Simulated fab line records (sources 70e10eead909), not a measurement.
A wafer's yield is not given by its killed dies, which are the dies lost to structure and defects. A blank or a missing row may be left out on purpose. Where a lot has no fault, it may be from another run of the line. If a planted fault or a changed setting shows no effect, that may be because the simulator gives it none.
Which tool did it? / flow nand_harc / 39 wafers from 13 lots sampled at 5 of the route's 1302 steps

WHAT THE GAUGES SHOWED, per wafer
NHARC_END_SORT_01. Usual: value, then standard deviation, for each; defect_limited_yield 91 % / 3; killed_at_array 56 / 20; killed_at_other 1 / 1.3; killed_at_periphery 3.5 / 2.7; killed_dies 60 / 20; killed_open 3.3 / 1.6; killed_short 2.4 / 1.5.
lot=L763; measured=day 23 05:56; on=prober-02; defect_limited_yield (%)=94 91 91; killed_at_array=41 58 56; killed_at_other=0 0 0; killed_at_periphery=3 6 5; killed_dies=44 64 61; killed_open=2 7 4; killed_short=5 1 3; flag=
lot=L766; measured=day 25 06:34; on=prober-01; defect_limited_yield (%)=93 92 94; killed_at_array=44 52 34; killed_at_other=0 1 1; killed_at_periphery=2 2 3; killed_dies=46 55 38; killed_open=4 4 3; killed_short=3 3 1; flag=
lot=L765; measured=day 25 04:04; on=prober-02; defect_limited_yield (%)=87 87 90; killed_at_array=82 81 59; killed_at_other=0 0 0; killed_at_periphery=3 8 8; killed_dies=85 89 67; killed_open=5 2 2; killed_short=2 3 2; flag=
lot=L769; measured=day 26 19:40; on=prober-01; defect_limited_yield (%)=89 90 87; killed_at_array=71 65 87; killed_at_other=0 1 0; killed_at_periphery=6 5 2; killed_dies=77 71 89; killed_open=4 5 3; killed_short=0 3 6; flag=
lot=L770; measured=day 27 01:59; on=prober-02; defect_limited_yield (%)=87 90 86; killed_at_array=85 58 87; killed_at_other=0 2 1; killed_at_periphery=5 5 4; killed_dies=90 65 92; killed_open=5 4 4; killed_short=1 4 0; flag=
lot=L772; measured=day 28 00:50; on=prober-02; defect_limited_yield (%)=91 91 92; killed_at_array=53 61 50; killed_at_other=1 0 0; killed_at_periphery=4 3 1; killed_dies=58 64 51; killed_open=1 4 1; killed_short=3 4 3; flag=
lot=L778; measured=day 30 15:08; on=prober-02; defect_limited_yield (%)=92 94 91; killed_at_array=52 39 51; killed_at_other=2 1 3; killed_at_periphery=1 1 4; killed_dies=55 41 58; killed_open=4 4 6; killed_short=5 1 3; flag=
lot=L777; measured=day 30 15:02; on=prober-01; defect_limited_yield (%)=86 86 86; killed_at_array=87 90 88; killed_at_other=0 0 0; killed_at_periphery=6 2 6; killed_dies=93 92 94; killed_open=4 2 7; killed_short=4 0 3; flag=
lot=L779; measured=day 31 01:58; on=prober-02; defect_limited_yield (%)=82 84 89; killed_at_array=117 105 74; killed_at_other=2 0 1; killed_at_periphery=1 2 1; killed_dies=120 107 76; killed_open=3 4 4; killed_short=1 4 0; flag=
lot=L780; measured=day 31 01:58; on=prober-01; defect_limited_yield (%)=92 93 92; killed_at_array=53 44 45; killed_at_other=1 0 2; killed_at_periphery=1 1 4; killed_dies=55 45 51; killed_open=3 2 2; killed_short=2 5 3; flag=
lot=L783; measured=day 32 04:37; on=prober-02; defect_limited_yield (%)=93 93 94; killed_at_array=41 37 32; killed_at_other=1 2 0; killed_at_periphery=5 6 8; killed_dies=47 45 40; killed_open=4 3 2; killed_short=3 3 0; flag=
lot=L784; measured=day 33 04:06; on=prober-02; defect_limited_yield (%)=92 94 94; killed_at_array=48 37 38; killed_at_other=4 1 0; killed_at_periphery=1 2 2; killed_dies=53 40 40; killed_open=4 2 3; killed_short=2 0 5; flag=

WHAT TOOL EACH LOT RAN ON (gives the tool, then ch and the chambers of the sampled wafers, and finally the start)
lot=L763; NHARC_A_M1_DESCUM_14=rie_diel-11 ch 0,1,3, day 21 20:58; NHARC_A_M1_ETCH_15=rie_diel-11 ch 0,1,3, day 21 22:47 or earlier; NHARC_A_M1_ANNEAL_31=rtp_anneal-02 ch 0, day 21 22:47; NHARC_A_BONDPAD_DEP_00=pecvd-02 ch 1,2, day 23 05:56 or earlier
lot=L766; NHARC_A_M1_DESCUM_14=rie_diel-06 ch 0,1,3, day 23 16:33; NHARC_A_M1_ETCH_15=rie_diel-06 ch 1,2, day 23 18:27 or earlier; NHARC_A_M1_ANNEAL_31=rtp_anneal-01 ch 0, day 23 18:27; NHARC_A_BONDPAD_DEP_00=pecvd-01 ch 0,1,2, day 23 19:56
lot=L765; NHARC_A_M1_DESCUM_14=rie_diel-06 ch 0,3, day 23 17:16; NHARC_A_M1_ETCH_15=rie_diel-06 ch 1,2,3, day 23 19:01 or earlier; NHARC_A_M1_ANNEAL_31=rtp_anneal-01 ch 0, day 23 19:01; NHARC_A_BONDPAD_DEP_00=pecvd-02 ch 1,2, day 23 20:52
lot=L769; NHARC_A_M1_DESCUM_14=rie_diel-02 ch 0,1,2, day 25 08:24; NHARC_A_M1_ETCH_15=rie_diel-02 ch 0,1,2, day 25 10:13 or earlier; NHARC_A_M1_ANNEAL_31=rtp_anneal-02, day 25 10:13; NHARC_A_BONDPAD_DEP_00=pecvd-03 ch 0,1,2, day 26 19:40 or earlier
lot=L770; NHARC_A_M1_DESCUM_14=rie_diel-02 ch 0,1,3, day 25 14:23; NHARC_A_M1_ETCH_15=rie_diel-02 ch 0,1,2, day 25 16:12 or earlier; NHARC_A_M1_ANNEAL_31=rtp_anneal-01, day 25 16:12; NHARC_A_BONDPAD_DEP_00=pecvd-03 ch 0,1, day 25 17:40
lot=L771; NHARC_A_M1_DESCUM_14=rie_diel-11 ch 0,1, day 25 17:35; NHARC_A_M1_ETCH_15=rie_diel-11 ch 0,1, day 25 19:31 or earlier; NHARC_A_M1_ANNEAL_31=rtp_anneal-01, day 25 19:31; NHARC_A_BONDPAD_DEP_00=pecvd-03 ch 0,1,2, day 25 21:05
lot=L772; NHARC_A_M1_DESCUM_14=rie_diel-02 ch 1,2,3, day 26 06:41; NHARC_A_M1_ETCH_15=rie_diel-02 ch 1,2,3, day 26 08:34 or earlier; NHARC_A_M1_ANNEAL_31=rtp_anneal-01 ch 0, day 26 08:34; NHARC_A_BONDPAD_DEP_00=pecvd-01 ch 1,2, day 26 10:03
lot=L778; NHARC_A_M1_DESCUM_14=rie_diel-06 ch 0,2, day 29 01:25; NHARC_A_M1_ETCH_15=rie_diel-06 ch 0,1,2, day 29 03:14 or earlier; NHARC_A_M1_ANNEAL_31=rtp_anneal-02 ch 0, day 29 03:14; NHARC_A_BONDPAD_DEP_00=pecvd-02 ch 0,1,2, day 29 04:48
lot=L777; NHARC_A_M1_DESCUM_14=rie_diel-06 ch 0,1, day 29 04:08; NHARC_A_M1_ETCH_15=rie_diel-06 ch 0,1,2, day 29 05:55 or earlier; NHARC_A_M1_ANNEAL_31=rtp_anneal-01 ch 0, day 29 05:55; NHARC_A_BONDPAD_DEP_00=pecvd-03 ch 0,1,2, day 29 07:26
lot=L779; NHARC_A_M1_DESCUM_14=rie_diel-06 ch 1,2, day 29 12:47; NHARC_A_M1_ETCH_15=rie_diel-06 ch 0,1,2, day 29 14:34 or earlier; NHARC_A_M1_ANNEAL_31=rtp_anneal-01 ch 0, day 29 14:34; NHARC_A_BONDPAD_DEP_00=pecvd-02 ch 0,1,2, day 29 16:08
lot=L780; NHARC_A_M1_DESCUM_14=rie_diel-06 ch 0,1, day 29 13:20; NHARC_A_M1_ETCH_15=rie_diel-06 ch 0,1, day 29 15:09 or earlier; NHARC_A_M1_ANNEAL_31=rtp_anneal-02 ch 0, day 29 15:09; NHARC_A_BONDPAD_DEP_00=pecvd-01 ch 0,1,2, day 29 16:44
lot=L783; NHARC_A_M1_DESCUM_14=rie_diel-11 ch 0,2,3, day 30 19:47; NHARC_A_M1_ETCH_15=rie_diel-11 ch 0,1,3, day 30 21:31 or earlier; NHARC_A_M1_ANNEAL_31=rtp_anneal-02 ch 0, day 30 21:31; NHARC_A_BONDPAD_DEP_00=pecvd-01 ch 0,1,2, day 30 23:05
lot=L784; NHARC_A_M1_DESCUM_14=rie_diel-11 ch 1,2, day 31 16:12; NHARC_A_M1_ETCH_15=rie_diel-11 ch 0,1,2, day 31 18:02 or earlier; NHARC_A_M1_ANNEAL_31=rtp_anneal-01 ch 0, day 31 18:02; NHARC_A_BONDPAD_DEP_00=pecvd-01 ch 1,2, day 31 19:40
- NHARC_A_M1_DESCUM_14: chemistry O2, time 3 s.
- NHARC_A_M1_ETCH_15: etches the open film in C4F8/Ar, target depth 182.5 nm, time 91.2 s.
- NHARC_A_M1_ANNEAL_31: time 90 s.
- NHARC_A_BONDPAD_DEP_00: deposits SiCN, target thk 250 nm.

AS READ BY THE TOOLS THEMSELVES (means over the sampled wafers that have a number; for cases with no such wafer, the mark the record gives instead)
NHARC_A_M1_DESCUM_14. Usual: drypump_motor_current_A 5.5 A, standard deviation 0.47; oes_product_au 1.002 a.u., standard deviation 0.008; rf_vpp_V 57.8 V, standard deviation 0.92; showerhead_plenum_p_Torr 1.92 Torr, standard deviation 0.085; throttle_valve_pct 11.312 %, standard deviation 0.0098.
lot=L763; tool=rie_diel-11; drypump_motor_current_A (A)=5.4; oes_product_au (a.u.)=0.998; rf_vpp_V (V)=57.0; showerhead_plenum_p_Torr (Torr)=1.85; throttle_valve_pct (%)=11.320; flag=
lot=L766; tool=rie_diel-06; drypump_motor_current_A (A)=5.5; oes_product_au (a.u.)=1.007; rf_vpp_V (V)=56.8; showerhead_plenum_p_Torr (Torr)=1.96; throttle_valve_pct (%)=11.307; flag=
lot=L765; tool=rie_diel-06; drypump_motor_current_A (A)=5.6; oes_product_au (a.u.)=0.999; rf_vpp_V (V)=57.8; showerhead_plenum_p_Torr (Torr)=1.99; throttle_valve_pct (%)=11.306; flag=
lot=L769; tool=rie_diel-02; drypump_motor_current_A (A)=5.2; oes_product_au (a.u.)=1.003; rf_vpp_V (V)=57.8; showerhead_plenum_p_Torr (Torr)=1.95; throttle_valve_pct (%)=11.314; flag=
lot=L770; tool=rie_diel-02; drypump_motor_current_A (A)=5.3; oes_product_au (a.u.)=1.004; rf_vpp_V (V)=57.8; showerhead_plenum_p_Torr (Torr)=1.98; throttle_valve_pct (%)=11.315; flag=
lot=L771; tool=rie_diel-11; drypump_motor_current_A (A)=5.0; oes_product_au (a.u.)=1.002; rf_vpp_V (V)=57.9; showerhead_plenum_p_Torr (Torr)=1.88; throttle_valve_pct (%)=11.319; flag=
lot=L772; tool=rie_diel-02; drypump_motor_current_A (A)=5.5; oes_product_au (a.u.)=1.006; rf_vpp_V (V)=56.9; showerhead_plenum_p_Torr (Torr)=1.92; throttle_valve_pct (%)=11.313; flag=
lot=L778; tool=rie_diel-06; drypump_motor_current_A (A)=5.7; oes_product_au (a.u.)=0.989; rf_vpp_V (V)=58.0; showerhead_plenum_p_Torr (Torr)=1.87; throttle_valve_pct (%)=11.307; flag=
lot=L777; tool=rie_diel-06; drypump_motor_current_A (A)=6.0; oes_product_au (a.u.)=0.990; rf_vpp_V (V)=57.7; showerhead_plenum_p_Torr (Torr)=1.97; throttle_valve_pct (%)=11.312; flag=
lot=L779; tool=rie_diel-06; drypump_motor_current_A (A)=5.7; oes_product_au (a.u.)=1.003; rf_vpp_V (V)=57.9; showerhead_plenum_p_Torr (Torr)=1.84; throttle_valve_pct (%)=11.315; flag=
lot=L780; tool=rie_diel-06; drypump_motor_current_A (A)=6.0; oes_product_au (a.u.)=1.003; rf_vpp_V (V)=57.3; showerhead_plenum_p_Torr (Torr)=1.97; throttle_valve_pct (%)=11.322; flag=
lot=L783; tool=rie_diel-11; drypump_motor_current_A (A)=5.7; oes_product_au (a.u.)=1.002; rf_vpp_V (V)=58.0; showerhead_plenum_p_Torr (Torr)=1.85; throttle_valve_pct (%)=11.306; flag=
lot=L784; tool=rie_diel-11; drypump_motor_current_A (A)=5.3; oes_product_au (a.u.)=1.001; rf_vpp_V (V)=58.3; showerhead_plenum_p_Torr (Torr)=1.91; throttle_valve_pct (%)=11.314; flag=

NHARC_A_M1_ETCH_15. Usual: oes_product_au 0.954 a.u., standard deviation 0.02; rf_vpp_V 440.8 V, standard deviation 2.9.
lot=L763; tool=rie_diel-11; oes_product_au (a.u.)=0.966; rf_vpp_V (V)=438.8; flag=
lot=L766; tool=rie_diel-06; oes_product_au (a.u.)=0.947; rf_vpp_V (V)=440.3; flag=
lot=L765; tool=rie_diel-06; oes_product_au (a.u.)=0.928; rf_vpp_V (V)=439.9; flag=
lot=L769; tool=rie_diel-02; oes_product_au (a.u.)=0.974; rf_vpp_V (V)=441.6; flag=
lot=L770; tool=rie_diel-02; oes_product_au (a.u.)=0.983; rf_vpp_V (V)=441.3; flag=
lot=L771; tool=rie_diel-11; oes_product_au (a.u.)=0.948; rf_vpp_V (V)=438.6; flag=
lot=L772; tool=rie_diel-02; oes_product_au (a.u.)=0.956; rf_vpp_V (V)=441.1; flag=
lot=L778; tool=rie_diel-06; oes_product_au (a.u.)=0.964; rf_vpp_V (V)=440.5; flag=
lot=L777; tool=rie_diel-06; oes_product_au (a.u.)=0.961; rf_vpp_V (V)=440.3; flag=
lot=L779; tool=rie_diel-06; oes_product_au (a.u.)=0.963; rf_vpp_V (V)=440.6; flag=
lot=L780; tool=rie_diel-06; oes_product_au (a.u.)=0.957; rf_vpp_V (V)=444.2; flag=
lot=L783; tool=rie_diel-11; oes_product_au (a.u.)=0.930; rf_vpp_V (V)=439.8; flag=
lot=L784; tool=rie_diel-11; oes_product_au (a.u.)=0.950; rf_vpp_V (V)=439.2; flag=

NHARC_A_M1_ANNEAL_31. Usual: anneal_temp_c 224.94 C, standard deviation 0.16; anneal_temp_c_max 225.85, standard deviation 0.22; wafer_temp_C_max 226.01, standard deviation 0.28.
lot=L763; tool=rtp_anneal-02; anneal_temp_c (C)=225.16; anneal_temp_c_max=226.04; wafer_temp_C_max=225.83; flag=
lot=L766; tool=rtp_anneal-01; anneal_temp_c (C)=224.99; anneal_temp_c_max=225.86; wafer_temp_C_max=225.91; flag=
lot=L765; tool=rtp_anneal-01; anneal_temp_c (C)=225.04; anneal_temp_c_max=225.88; wafer_temp_C_max=225.83; flag=
lot=L769; tool=rtp_anneal-02; anneal_temp_c (C)=-; anneal_temp_c_max=-; wafer_temp_C_max=-; flag=OFF
lot=L770; tool=rtp_anneal-01; anneal_temp_c (C)=-; anneal_temp_c_max=-; wafer_temp_C_max=-; flag=OFF
lot=L771; tool=rtp_anneal-01; anneal_temp_c (C)=-; anneal_temp_c_max=-; wafer_temp_C_max=-; flag=OFF
lot=L772; tool=rtp_anneal-01; anneal_temp_c (C)=225.02; anneal_temp_c_max=225.91; wafer_temp_C_max=226.20; flag=
lot=L778; tool=rtp_anneal-02; anneal_temp_c (C)=224.98; anneal_temp_c_max=225.83; wafer_temp_C_max=226.14; flag=
lot=L777; tool=rtp_anneal-01; anneal_temp_c (C)=224.95; anneal_temp_c_max=225.82; wafer_temp_C_max=226.09; flag=
lot=L779; tool=rtp_anneal-01; anneal_temp_c (C)=225.00; anneal_temp_c_max=225.89; wafer_temp_C_max=225.90; flag=
lot=L780; tool=rtp_anneal-02; anneal_temp_c (C)=224.94; anneal_temp_c_max=225.89; wafer_temp_C_max=225.85; flag=
lot=L783; tool=rtp_anneal-02; anneal_temp_c (C)=225.08; anneal_temp_c_max=225.87; wafer_temp_C_max=226.10; flag=
lot=L784; tool=rtp_anneal-01; anneal_temp_c (C)=224.87; anneal_temp_c_max=225.86; wafer_temp_C_max=225.99; flag=

NHARC_A_BONDPAD_DEP_00. Usual: heater_power_w 538 W, standard deviation 64; showerhead_vpp_V 1342 V, standard deviation 60.
lot=L763; tool=pecvd-02; heater_power_w (W)=467; showerhead_vpp_V (V)=1322; flag=
lot=L766; tool=pecvd-01; heater_power_w (W)=546; showerhead_vpp_V (V)=1380; flag=
lot=L765; tool=pecvd-02; heater_power_w (W)=469; showerhead_vpp_V (V)=1348; flag=
lot=L769; tool=pecvd-03; heater_power_w (W)=570; showerhead_vpp_V (V)=1332; flag=
lot=L770; tool=pecvd-03; heater_power_w (W)=602; showerhead_vpp_V (V)=1316; flag=
lot=L771; tool=pecvd-03; heater_power_w (W)=608; showerhead_vpp_V (V)=1342; flag=
lot=L772; tool=pecvd-01; heater_power_w (W)=508; showerhead_vpp_V (V)=1341; flag=
lot=L778; tool=pecvd-02; heater_power_w (W)=510; showerhead_vpp_V (V)=1298; flag=
lot=L777; tool=pecvd-03; heater_power_w (W)=603; showerhead_vpp_V (V)=1351; flag=
lot=L779; tool=pecvd-02; heater_power_w (W)=506; showerhead_vpp_V (V)=1305; flag=
lot=L780; tool=pecvd-01; heater_power_w (W)=516; showerhead_vpp_V (V)=1378; flag=
lot=L783; tool=pecvd-01; heater_power_w (W)=521; showerhead_vpp_V (V)=1377; flag=
lot=L784; tool=pecvd-01; heater_power_w (W)=521; showerhead_vpp_V (V)=1354; flag=

THE ANSWER, worked out from the rows above alone
Rule: lot off if the mean of its wafers having a number is beyond 3 standard deviations from the usual mean. A lot without any number at a reading at which 4 lots or more have one is off too. The other lots that the step has rows for count as sound. After the gauges, taken in route order, come the tools' own readings; for these a lot's mean is taken, as printed above. At the first step where some lot is off, the reading lying furthest off is the one used; lots without a number count as furthest.
Off: L769, L770, L771 (NHARC_A_M1_ANNEAL_31, anneal_temp_c). Without a number there: L769, L770, L771.
A tool fits if, at that step or a process step before it, it ran every lot that is off, and no sound lot after the first of them. NHARC_A_M1_ETCH_15 gives no start for some lots, so the hours and the order of its lots are those of NHARC_A_M1_ANNEAL_31. Not one of the candidates tried fits.

WHAT THE SIMULATOR HAD PUT IN
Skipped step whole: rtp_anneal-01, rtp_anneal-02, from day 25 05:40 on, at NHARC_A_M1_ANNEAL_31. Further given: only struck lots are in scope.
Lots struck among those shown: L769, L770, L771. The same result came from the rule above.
